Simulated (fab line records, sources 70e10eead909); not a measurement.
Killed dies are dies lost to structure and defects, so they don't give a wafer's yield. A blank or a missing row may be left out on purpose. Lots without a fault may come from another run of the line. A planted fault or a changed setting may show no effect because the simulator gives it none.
Chamber matching | flow nand_harc | NHARC_A_M0_CMP_23 on cmp-04: 4 sister chambers
The step polishes, t overpolish 20 s, target thk 113.75 nm. 24 wafers are shown with their chamber, then 12 later ones without.

WAFERS WITH THEIR CHAMBER
wafer  | chamber | motor_current_A (A) | time_to_endpoint_s (s) | edge_zone_pressure_frac
L074.1 | 3       | 11.2                | 25                     | 1.003
L074.3 | 1       | 13.6                | 29                     | 1.000
L074.6 | 0       | 12.2                | 35                     | 0.997
L076.2 | 1       | 13.6                | 26                     | 1.013
L076.4 | 2       | 12.1                | 24                     | 0.990
L076.5 | 0       | 11.8                | 31                     | 1.000
L077.2 | 1       | 13.6                | 29                     | 1.002
L077.4 | 0       | 12.8                | 33                     | 1.000
L077.6 | 0       | 11.8                | 36                     | 1.006
L081.2 | 1       | 13.7                | 26                     | 0.997
L081.3 | 0       | 12.2                | 32                     | 1.004
L081.4 | 2       | 12.3                | 26                     | 0.995
L082.3 | 1       | 13.5                | 26                     | 1.007
L082.4 | 2       | 12.3                | 26                     | 1.008
L082.6 | 2       | 12.2                | 27                     | 1.003
L084.1 | 0       | 12.1                | 35                     | 0.996
L084.5 | 0       | 12.2                | 33                     | 1.002
L084.6 | 1       | 13.4                | 29                     | 0.998
L088.1 | 0       | 12.0                | 36                     | 1.000
L088.4 | 2       | 12.1                | 29                     | 1.004
L088.6 | 3       | 11.2                | 25                     | 1.007
L086.1 | 0       | 12.0                | 36                     | 0.989
L086.2 | 2       | 12.3                | 29                     | 0.993
L086.3 | 3       | 11.4                | 26                     | 0.999

SIGNATURES (means of the wafers above)
reading                 | chamber 0 | chamber 1 | chamber 2 | chamber 3 | scatter within a chamber
motor_current_A         | 12.122    | 13.567    | 12.217    | 11.267    | 0.205
time_to_endpoint_s      | 34.11     | 27.50     | 26.83     | 25.33     | 1.76
edge_zone_pressure_frac | 0.99933   | 1.00283   | 0.99883   | 1.00300   | 0.0058
Rule: a wafer's distance from a chamber is the root of the sum, over the readings, of the square of ((its reading less the chamber's mean) divided by the reading's scatter). The wafer belongs to the nearest chamber; if the next one is less than 2 further off, it can't be placed. The scatter: the root of (the sum of the squares of (reading less its chamber's mean) over the shown wafers, divided by (wafers less chambers)).

WAFERS WITHOUT THEIR CHAMBER
wafer  | motor_current_A (A) | time_to_endpoint_s (s) | edge_zone_pressure_frac
L092.1 | 13.4                | 26                     | 0.989
L092.4 | 11.7                | 33                     | 1.000
L092.5 | 11.1                | 22                     | 1.005
L094.1 | 12.3                | 27                     | 0.991
L094.2 | 12.3                | 33                     | 0.997
L094.3 | 13.0                | 28                     | 1.001
L096.1 | 12.9                | 26                     | 0.997
L096.3 | 13.6                | 25                     | 1.009
L096.5 | 12.2                | 26                     | 0.995
L097.1 | 13.4                | 28                     | 0.998
L097.5 | 11.3                | 22                     | 0.998
L097.6 | 12.1                | 25                     | 1.015

WHICH CHAMBER EACH WENT THROUGH
wafer  | from the rows above     | in truth
L092.1 | 1                       | 1
L092.4 | 0                       | 0
L092.5 | 3                       | 3
L094.1 | 2                       | 2
L094.2 | 0                       | 0
L094.3 | can't be placed: 1 or 2 | 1
L096.1 | can't be placed: 2 or 1 | 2
L096.3 | 1                       | 1
L096.5 | 2                       | 2
L097.1 | 1                       | 1
L097.5 | 3                       | 3
L097.6 | can't be placed: 2 or 3 | 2
Placed correctly: 9 of 12. Can't be placed from these rows: 3 (the true chamber is among the candidates in 3). Placed wrongly: 0.
